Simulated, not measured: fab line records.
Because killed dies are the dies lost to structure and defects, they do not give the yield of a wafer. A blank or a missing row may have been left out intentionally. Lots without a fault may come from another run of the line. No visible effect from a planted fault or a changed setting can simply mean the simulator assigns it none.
Matching of chambers -- flow nandHarc -- rieDiel-12 running NHARC_A_STAIRCASE_DESCUM_219: 3 sister chambers
The step chemistry O2, time 3 s. 14 wafers are shown with their chamber, then 5 later ones without.

== WAFERS, EACH WITH ITS CHAMBER ==
wafer,chamber,showerheadPlenumPTorr (Torr),drypumpMotorCurrentA (A),oesProductAu (a.u.)
L075.4,3,1.88,6.2,1.005
L075.5,3,1.88,6.2,1.003
L075.6,2,1.82,6.3,1.001
L076.2,3,1.87,6.3,0.990
L076.3,1,2.06,5.4,0.999
L076.6,3,1.87,6.2,0.990
L077.2,3,1.87,6.3,0.989
L077.4,1,2.06,5.4,0.984
L077.5,2,1.82,6.3,1.003
L078.1,3,1.87,6.3,1.000
L078.3,2,1.82,6.3,1.000
L078.6,1,2.06,5.4,1.004
L085.2,3,1.87,6.3,0.989
L085.4,2,1.81,6.3,0.998

SIGNATURES (means of the wafers above)
reading,chamber 1,chamber 2,chamber 3,scatter within a chamber
showerheadPlenumPTorr,2.0600,1.8175,1.8729,0.00445
drypumpMotorCurrentA,5.400,6.300,6.257,0.0395
oesProductAu,0.99567,1.00050,0.99514,0.00701
Rule: for a wafer and a chamber, the distance is found by dividing, reading by reading, the gap between the wafer's reading and the chamber's mean by the reading's scatter, squaring, summing and taking the root. If the next closest chamber is less than 2 further off than the closest, the wafer can't be placed; otherwise it belongs to the closest. The scatter: the root of (the sum of the squares of (reading less its chamber's mean) over the shown wafers, divided by (wafers less chambers)).

== WAFERS WHOSE CHAMBER IS MISSING ==
wafer,showerheadPlenumPTorr (Torr),drypumpMotorCurrentA (A),oesProductAu (a.u.)
L085.5,2.05,5.4,0.998
L086.3,2.05,5.4,0.998
L086.5,1.86,6.3,1.002
L086.6,1.81,6.3,1.006
L096.2,1.80,6.3,0.995

== THE CHAMBER EACH PASSED THROUGH ==
wafer,from the rows above,in truth
L085.5,1,1
L086.3,1,1
L086.5,3,3
L086.6,2,2
L096.2,2,2
Correctly placed: 5 of 5. From these rows, 0 cannot be placed. 0 placed wrongly.
